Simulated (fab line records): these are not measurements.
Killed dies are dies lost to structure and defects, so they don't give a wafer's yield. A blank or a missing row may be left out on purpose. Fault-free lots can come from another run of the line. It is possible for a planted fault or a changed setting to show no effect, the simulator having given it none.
fab line records	flow n5-finfet
[record] lots = 13	wafers = 30	last-day = 17
route steps=1938 shown STI_FIN_REVEAL@191 DUMMY_GATE@218 PASSIVATION@1936
lots untouched by any fault: they come from a run of this same line in which no faults occurred
start-h: the number of hours between the record's first day and the start of the first shown wafer of the lot	wait-h: hours from the lot's prior step to this one	" identical to the entry in the row above	L1.1+2: one row covering several wafers at once	- value missing, or start not given	* or withheld: withheld	< > ~ a bound
route shown NAME@n: a module of which the file shows steps, and the number in the route of the first	usual: average and standard deviation across the fault-free wafers	same: alike in all rows	chamber/n: place in a boat	sites: per-site readings	_std_site: standard deviation across them	_edge_site: mean of outer sites minus mean of inner sites	radius-mm: for every site, how far away it sits from the centre of the wafer	mask NAME#n: copy n	behind: the tool/chamber that last shaped the wafer	hold: the reason the lot was held/the length of the hold in hours/how it ended	device: names the non-switching transistor (n, p or np)	end of line: at the end of the route, the tests of the same wafers	step lacking rows: just its recipe	killed: not the wafer's yield, but the dies lost to structure and defects at the first sort	map: the dies of a wafer, with x for killed, . for not killed, _ for no die there
set.NAME: the setting as run; set.NAME@STEP: as run at that earlier step	model.NAME: the simulator's own value behind a step, which no gauge read
the route's steps for a sample of lots (tables are steps, rows are wafers)
services: from which hour (start-h, from the record's first day; less than 0 if before it) a tool's chamber was out of use, for how many hours, and why
[[steps]]
[step N5_STI_FIN_REVEAL_STRIP_24]
[recipe] chemistry = N2/H2	time-s = 90	power-w = 100	temp-c = 40	pressure-mtorr = 100	rf-frequency-hz = 6e+07	bias-power-w = 3	n2-flow-sccm = 300	h2-flow-sccm = 300
[usual] drypump-motor-current-A = 5.8/0.44	oes-product-au = 0.80/0.11	rf-vpp-V = 45.2/0.76	showerhead-plenum-p-Torr = 3.33/0.084	throttle-valve-pct = 12.3/0.31
lot.wafer	tool	chamber	start-h	wait-h	drypump-motor-current-A	oes-product-au	rf-hours-counter-h	rf-vpp-V	showerhead-plenum-p-Torr	throttle-valve-pct
L815.1	rie-diel-03	2	35.29	0.0	5.8	0.67	248	45.6	3.33	12.5
L815.4	"	1	"	"	5.6	0.71	206	45.0	3.35	12.7
L815.6	"	0	"	"	5.4	0.69	-	45.1	3.33	12.5
L816.1	rie-diel-04	1	40.61	0.0	5.8	1.00	0	45.6	3.33	11.9
L816.2	"	3	"	"	6.4	0.71	193	45.4	3.50	12.5
L817.3	rie-diel-03	2	45.81	0.0	5.7	0.67	252	45.8	3.33	12.5
L817.4	"	1	"	"	5.5	0.72	-	46.1	3.35	12.7
L817.6	"	0	"	"	5.4	0.69	-	44.2	3.33	12.6
L818.1	rie-diel-02	3	52.90	0.0	5.5	0.71	215	44.1	3.21	12.5
L818.4	"	0	"	"	5.7	0.69	226	44.2	3.48	12.5
L818.5	"	3	"	"	5.6	0.70	-	44.3	3.21	12.5
L819.1	rie-diel-04	2	57.73	0.0	6.2	0.90	31	45.2	3.43	11.8
L819.4	"	1	"	"	5.9	0.97	7	45.9	3.32	11.9
L819.6	"	2	"	"	6.1	0.90	-	44.7	3.43	11.8
L820.4	rie-diel-02	1	63.55	0.0	6.6	0.69	249	45.6	3.31	12.5
L820.5	"	3	"	"	5.6	0.70	-	43.7	3.21	12.5
L821.5	rie-diel-03	1	70.20	0.0	5.6	0.71	-	44.7	3.35	12.7
L821.6	"	3	"	"	5.3	0.74	-	45.5	3.25	12.3
L824.2	rie-diel-04	3	88.29	0.0	6.4	0.70	210	45.6	3.49	12.6
L825.4	rie-diel-04	3	94.60	0.0	6.4	0.70	212	45.7	3.49	12.6
L826.4	rie-diel-02	0	101.81	0.0	5.6	0.68	244	45.3	3.47	12.6
L831.2	rie-diel-03	1	131.57	0.0	5.6	0.69	242	45.9	3.33	12.8
L831.4	"	2	"	"	5.7	0.92	-	44.4	3.32	12.0
L831.6	"	3	"	"	5.3	0.72	-	45.1	3.23	12.3
L833.1	rie-diel-04	2	142.39	0.0	6.2	0.85	62	45.6	3.41	11.9
L833.4	"	0	"	"	5.2	0.82	104	45.0	3.27	12.4
L833.5	"	0	"	"	5.2	0.82	-	44.2	3.27	12.4
L837.1	rie-diel-02	0	167.96	0.0	5.7	0.98	3	46.1	3.46	12.0
L837.3	"	1	"	"	6.7	0.89	31	45.4	3.30	11.9
L837.4	"	1	"	"	6.7	0.89	-	43.8	3.30	11.9
[step N5_STI_FIN_REVEAL_RECESS_09]
[recipe] chemistry = HF/NH3	target = SiO2	afs-cycles = 11	target-depth-a = 425	temp-c = 30	sublimation-temp-c = 180	sublimation-time-s = 60
[usual] drypump-motor-current-A = 5.8/0.47	sublimation-temp-c = 179.99/0.15
lot.wafer	tool	chamber	start-h	wait-h	drypump-motor-current-A	sublimation-temp-c
L815.1	vapor-etch-02	1	35.50	0.0	6.4	180.18
L815.4	"	0	"	"	5.3	180.05
L815.6	"	1	"	"	6.4	180.10
L816.1	vapor-etch-02	1	40.83	0.0	6.4	179.55
L816.2	"	0	"	"	5.3	179.87
L817.3	vapor-etch-02	0	46.55	0.6	5.3	179.98
L817.4	"	1	"	"	6.4	180.01
L817.6	"	1	"	"	6.4	180.04
L818.1	vapor-etch-02	1	53.11	0.0	6.5	180.13
L818.4	"	0	"	"	5.3	179.69
L818.5	"	1	"	"	6.4	180.21
L819.1	vapor-etch-01	0	57.95	0.0	5.5	180.00
L819.4	"	0	"	"	5.5	180.30
L819.6	"	1	"	"	5.8	179.93
L820.4	vapor-etch-01	1	64.30	0.6	5.8	179.79
L820.5	"	0	"	"	5.5	179.83
L821.5	vapor-etch-01	1	71.50	1.2	5.8	179.99
L821.6	"	0	"	"	5.5	180.08
L824.2	vapor-etch-02	1	88.50	0.0	6.4	179.77
L825.4	vapor-etch-02	1	95.34	0.6	6.4	180.30
L826.4	vapor-etch-02	1	102.55	0.6	6.4	180.06
L831.2	vapor-etch-01	0	131.78	0.0	5.5	179.99
L831.4	"	0	"	"	5.5	180.13
L831.6	"	0	"	"	5.5	180.21
L833.1	vapor-etch-01	0	142.72	0.0	5.5	179.94
L833.4	"	0	"	"	5.5	180.00
L833.5	"	1	"	"	5.7	180.01
L837.1	vapor-etch-01	1	168.17	0.0	5.8	179.90
L837.3	"	1	"	"	5.8	179.96
L837.4	"	0	"	"	5.5	180.14
[step N5_STI_FIN_REVEAL_CD_MEAS_22]
[recipe] target-cd-nm = 6.238	pitch-nm = 28	polarity = line
[usual] cd-nm = 6.16/0.25
lot.wafer	tool	chamber	start-h	wait-h	cd-nm
L815.1	cd-sem-01	-	38.17	0.0	5.75
L815.4	"	-	"	"	5.99
L815.6	"	-	"	"	6.65
L816.1	cd-sem-01	-	43.50	0.0	6.01
L816.2	"	-	"	"	6.49
L817.3	cd-sem-01	-	48.71	0.0	5.96
L817.4	"	-	"	"	5.93
L817.6	"	-	"	"	6.23
L818.1	cd-sem-03	-	55.79	0.0	6.59
L818.4	"	-	"	"	6.03
L818.5	"	-	"	"	6.00
L819.1	cd-sem-03	-	60.67	0.0	5.97
L819.4	"	-	"	"	6.29
L819.6	"	-	"	"	6.39
L820.4	cd-sem-02	-	66.44	0.0	6.54
L820.5	"	-	"	"	6.55
L821.5	cd-sem-02	-	73.12	0.0	6.02
L821.6	"	-	"	"	6.46
L824.2	cd-sem-02	-	91.31	0.0	5.98
L825.4	cd-sem-03	-	97.48	0.0	6.01
L826.4	cd-sem-01	-	104.71	0.0	6.61
L831.2	cd-sem-01	-	134.47	0.0	5.86
L831.4	"	-	"	"	5.79
L831.6	"	-	"	"	5.84
L833.1	cd-sem-01	-	145.45	0.0	5.80
L833.4	"	-	"	"	5.77
L833.5	"	-	"	"	6.22
L837.1	cd-sem-01	-	170.88	0.0	6.17
L837.3	"	-	"	"	6.00
L837.4	"	-	"	"	6.19
[step N5_STI_FIN_REVEAL_INSPECT_13]
[recipe] inspect-instrument = darkfield	mode = post-clean
[usual] raw-defect-count = 10/5
lot.wafer	tool	chamber	start-h	wait-h	raw-defect-count
L815.1	defect-inspect-01	-	38.29	0.0	12
L815.4	"	-	"	"	19
L815.6	"	-	"	"	9
L816.1	defect-inspect-01	-	43.62	0.0	11
L816.2	"	-	"	"	11
L817.3	defect-inspect-02	-	48.82	0.0	9
L817.4	"	-	"	"	11
L817.6	"	-	"	"	15
L818.1	defect-inspect-02	-	55.91	0.0	10
L818.4	"	-	"	"	11
L818.5	"	-	"	"	5
L819.1	defect-inspect-01	-	60.79	0.0	9
L819.4	"	-	"	"	21
L819.6	"	-	"	"	4
L820.4	defect-inspect-02	-	66.55	0.0	6
L820.5	"	-	"	"	6
L821.5	defect-inspect-02	-	73.24	0.0	12
L821.6	"	-	"	"	10
L824.2	defect-inspect-01	-	91.43	0.0	673
L825.4	defect-inspect-02	-	97.60	0.0	618
L826.4	defect-inspect-02	-	104.83	0.0	651
L831.2	defect-inspect-01	-	134.59	0.0	14
L831.4	"	-	"	"	9
L831.6	"	-	"	"	9
L833.1	defect-inspect-02	-	145.57	0.0	11
L833.4	"	-	"	"	10
L833.5	"	-	"	"	14
L837.1	defect-inspect-02	-	171.00	0.0	14
L837.3	"	-	"	"	19
L837.4	"	-	"	"	12
[step N5_DUMMY_GATE_CMP_04]
[recipe] material = a-Si	post-cmp-clean = alkaline-brush
[usual] motor-current-A = 9.9/0.84	time-to-endpoint-s = 13.1/2.7
lot.wafer	tool	chamber	start-h	wait-h	motor-current-A	time-to-endpoint-s
L815.1	cmp-01	3	48.32	0.0	10.8	11.3
L815.4	"	2	"	"	8.9	13.2
L815.6	"	3	"	"	9.9	12.0
L816.2	cmp-04	2	48.32	0.0	10.3	9.0
L816.1	"	0	"	"	9.6	17.3
L817.3	cmp-02	3	56.39	0.0	9.3	11.5
L817.4	"	0	"	"	9.8	14.3
L817.6	"	3	"	"	8.4	12.3
L818.4	cmp-04	2	60.15	0.1	10.1	13.8
L818.1	"	0	"	"	9.6	17.7
L818.5	"	3	"	"	10.5	14.8
L819.4	cmp-04	0	64.72	0.0	9.4	21.1
L819.1	"	3	"	"	10.2	12.6
L819.6	"	0	"	"	9.4	20.3
L820.4	cmp-01	2	71.55	0.1	9.0	12.7
L820.5	"	3	"	"	10.1	12.0
L821.6	cmp-02	3	77.47	0.3	9.1	9.1
L821.5	"	0	"	"	9.7	8.8
L824.2	cmp-01	2	95.36	0.0	8.6	14.7
L825.4	cmp-02	0	101.59	0.1	10.6	11.5
L826.4	cmp-02	1	109.55	0.1	8.9	12.8
L831.4	cmp-04	2	141.24	0.0	10.5	14.3
L831.2	"	0	"	"	10.0	19.5
L831.6	"	3	"	"	10.3	14.8
L833.1	cmp-01	1	149.85	0.4	8.3	14.9
L833.4	"	3	"	"	10.4	11.6
L833.5	"	2	"	"	9.2	13.8
L837.4	cmp-02	3	174.99	0.0	9.0	11.5
L837.1	"	0	"	"	10.2	12.5
L837.3	"	1	"	"	8.4	11.4
[step N5_PASSIVATION_PROBE_49]
[usual] defect-limited-yield = 91.4/1.4	killed_at_M0_to_M3 = 32/10	killed_at_M4_up = 13/5.6	killed-at-contacts = 13/6.6	killed-at-front-end = 39/13	killed-at-other = 3.4/2.8	killed-dies = 101/17	killed-open = 66/13	killed-short = 33/7	sort_bin_5_function = 5.0/0.93	sort_bin_6_memory = 3.2/0.65	sort_bin_8_speed = 0.01/0.16	sort-n-pass = 1078/17	sort-yield-pct = 91.4/1.4
[same] gross-dies = 1180	killed-at-back-side = 0	sort_bin_4_leakage[%] = 0
lot.wafer	tool	chamber	start-h	wait-h	defect-limited-yield[%]	killed_at_M0_to_M3	killed_at_M4_up	killed-at-contacts	killed-at-front-end	killed-at-other	killed-dies	killed-open	killed-short	sort_bin_5_function[%]	sort_bin_6_memory[%]	sort_bin_8_speed[%]	sort-n-pass	sort-yield-pct[%]
L833.1	prober-01	-	395.73	0.0	91.4	40	4	15	39	4	102	69	33	5.5	2.9	0	1078	91.4
L833.4	prober-01	-	395.88	0.2	91.3	36	13	12	38	4	103	65	32	4.6	3.3	0	1077	91.3
L833.5	prober-01	-	395.93	0.2	89.4	40	17	15	47	6	125	76	40	5.8	3.6	0	1055	89.4
// killed by level:class
L833.1 MOL_CONTACT_COAG:geometric-particle:open=12 BEOL_M0_SAQP:geometric-particle:short=11 STI_FIN_REVEAL:geometric-particle:open=10 FIN_SAQP:geometric-particle:open=9 BEOL_M0_SAQP:geometric-particle:open=9 BEOL_M3:geometric-particle:open=8 DUMMY_GATE:geometric-particle:open=6 BEOL_M3:geometric-particle:short=6
L833.4 BEOL_M3:geometric-particle:open=11 BEOL_M0_SAQP:geometric-particle:open=10 STI_FIN_REVEAL:geometric-particle:open=9 MOL_CONTACT_COAG:geometric-particle:open=8 DUMMY_GATE:geometric-particle:open=6 HKMG_FIN:area-etch=6 BEOL_M0_SAQP:geometric-particle:short=5 BEOL_M4:geometric-particle:short=5
L833.5 BEOL_M0_SAQP:geometric-particle:short=11 MOL_CONTACT_COAG:geometric-particle:open=9 BEOL_M0_SAQP:geometric-particle:open=8 HKMG_FIN:area-etch=8 FIN_SAQP:geometric-particle:open=7 DUMMY_GATE:geometric-particle:open=7 MOL_CONTACT_COAG:geometric-particle:short=6 BEOL_M1:geometric-particle:open=6
[[services]]
tool	chamber	start-h	hours	kind
vapor-etch-02	-	13.38	15.6	pm
cmp-02	-	15.83	0.4	repair
cmp-01	-	21.45	1.9	repair
rie-diel-04	0	36.74	2.4	repair
rie-diel-03	3	40.64	7.9	repair
cmp-02	-	41.02	8.6	repair
rie-diel-04	2	49.61	3.8	repair
rie-diel-03	1	50.36	9.9	repair
cmp-02	-	59.26	1.4	repair
cmp-01	-	61.99	6.7	pm
cmp-04	-	74.86	1.9	repair
cmp-01	-	77.06	4.0	pm
cmp-04	-	78.16	2.5	repair
rie-diel-04	0	96.31	9.6	repair
cmp-02	-	110.68	3.0	pm
cmp-02	-	114.91	4.0	pm
cmp-02	-	129.56	1.4	repair
rie-diel-04	-	133.18	1.8	repair
rie-diel-03	0	136.09	6.4	repair
cmp-02	-	138.64	11.5	pm
rie-diel-04	-	142.48	14.6	pm
cmp-04	-	155.42	1.0	repair
rie-diel-04	2	159.86	12.2	repair
cmp-04	-	168.17	2.5	repair
[[key]]
[first-sign] step = N5_STI_FIN_REVEAL_INSPECT_13	reading = raw-defect-count	direction = up	sigmas = 99+	usual = 10	struck = 647
effect none on later readings
met-at N5_STI_FIN_REVEAL_RECESS_09
struck-lots L824,L825,L826
struck-wafers L824.2,L825.4,L826.4
rows-end L824.2,L825.4,L826.4
not-acting-at N5_STI_FIN_REVEAL_STRIP_24,N5_STI_FIN_REVEAL_CD_MEAS_22,N5_DUMMY_GATE_CMP_04
onset-between 53.11 88.50
[fault] kind = chamber-particle-source	tool = vapor-etch-02	chamber = 1	onset-h = 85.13	steps = N5_STI_FIN_REVEAL_RECESS_09	rate-per-visit-cm2 = 0.94319
// rows-end: these wafers met a further fault down the route, and their rows from its step on are left out
